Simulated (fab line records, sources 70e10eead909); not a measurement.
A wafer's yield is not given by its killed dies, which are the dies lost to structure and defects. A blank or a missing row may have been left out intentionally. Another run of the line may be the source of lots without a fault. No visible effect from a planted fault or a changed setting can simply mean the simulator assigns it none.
Matching of chambers ; flow nandHarc ; 3 sister chambers for NHARC_A_CONTACT_DEP_29 on pecvd-04
The step deposits SiON, target thk 70 nm. 3 wafers are shown with their chamber, then 9 later ones without.

## EACH WAFER AND ITS CHAMBER
wafer;chamber;heaterPowerW (W)
L080.4;2;793
L087.4;0;761
L087.5;1;766

## WAFERS MISSING THEIR CHAMBER
wafer;heaterPowerW (W)
L090.1;699
L090.5;709
L090.6;786
L092.1;716
L092.2;710
L092.5;841
L096.1;749
L096.3;674
L096.4;752

## THE CHAMBER EACH PASSED THROUGH
wafer;from the rows above;in truth
L090.1;can't be placed: 0 or 1 or 2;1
L090.5;can't be placed: 0 or 1 or 2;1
L090.6;can't be placed: 2 or 1 or 0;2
L092.1;can't be placed: 0 or 1 or 2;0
L092.2;can't be placed: 0 or 1 or 2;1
L092.5;can't be placed: 2 or 1 or 0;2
L096.1;can't be placed: 0 or 1 or 2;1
L096.3;can't be placed: 0 or 1 or 2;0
L096.4;can't be placed: 0 or 1 or 2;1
Correct placement for 0 of the 9. Not placeable from these rows: 9 (in 9, the candidates include the true chamber). Placed wrongly: 0.
How it was worked out, from the rows above alone: a wafer's distance from a chamber is the root of the sum, over the readings, of the square of ((its reading less the chamber's mean) divided by the reading's scatter). If the next closest chamber is less than 2 further off than the closest, the wafer can't be placed; otherwise it belongs to the closest. A chamber's mean is the mean of its shown wafers. The scatter (one wafer shown for each chamber): square how far every hidden wafer sits from the nearest shown wafer, average those squares and take the square root.
